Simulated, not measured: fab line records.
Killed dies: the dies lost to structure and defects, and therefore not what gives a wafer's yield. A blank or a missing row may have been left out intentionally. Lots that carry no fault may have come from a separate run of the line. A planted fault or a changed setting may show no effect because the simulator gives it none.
One fault seen from 2 desks    flow n5 finfet    each desk has only its own numbers; what lay behind them comes last

== FOR THE TOOL OWNER'S DESK: litho track-01 ==
The tool's own readings at N5_MOL_CONTACT_COAG_COAT_58 (time 60 s, resist thk 10 nm): means of the sampled wafers that have a number, for each lot that ran on this tool. The brackets show how far a lot's mean lies from the usual mean; more than 4 standard deviations puts the lot out of limits, marked OUT.
Columns: A = exhaust pa at N5_MOL_CONTACT_COAG_COAT_58, usual 45.1 Pa; B = heater power total W at N5_MOL_CONTACT_COAG_COAT_58, usual 391.7 W; C = plate temp C at N5_MOL_CONTACT_COAG_COAT_58, usual 205.03 C
lot   first seen here  A     B      C
L604  day 5 21:05      45.9  392.3  204.89
L607  day 6 17:39      44.1  392.9  205.12
L609  day 7 04:19      45.6  391.4  204.98
L610  day 7 09:13      43.3  386.7  202.70 (-17) OUT
L611  day 7 19:47      44.7  387.1  202.83 (-16) OUT
This desk's verdict: out of limits on L610, L611, starting with L610 at day 7 09:13 (plate temp C at N5_MOL_CONTACT_COAG_COAT_58). Within limits: L604, L607, L609.

== THE DEFECT DESK ==
Counts from the inspections along the route, per lot, as means over the sampled wafers that have a number. The brackets show how far a lot's mean lies from the usual mean; more than 4 standard deviations puts the lot out of limits, marked OUT.
Columns: A = raw defect count at N5_GATE_CUT_INSPECT_15, usual 133
lot   first seen here  A
L600  day 4 20:07      111
L601  day 5 03:38      145
L604  day 5 17:07      76
L605  day 6 02:02      144
L607  day 6 13:58      207
L608  day 6 17:49      99
L609  day 7 00:50      194
L610  day 7 05:45      104
L611  day 7 16:21      124
L620  day 10 01:22     149
L621  day 10 02:16     85
L622  day 10 08:52     145
This desk found nothing out of limits on any of the 12 lots.

== ALL TOGETHER ==
On L610, L611, at day 7 09:13, an alarm was possible from the tool owner's desk.
Nothing the defect desk looked at was out of limits.
The defect desk has L610, L611 on record, within its limits.
On litho track-01, each named lot ran N5_MOL_CONTACT_COAG_COAT_58.

== WHAT THE SIMULATOR HAD INSERTED ==
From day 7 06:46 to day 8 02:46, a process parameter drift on litho track-01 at N5_MOL_CONTACT_COAG_COAT_58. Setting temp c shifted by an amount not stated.
Shown lots that were struck: L610, L611.
How many hours passed from the start of the fault until each desk's first out-of-limits reading: the tool owner's desk, 2.
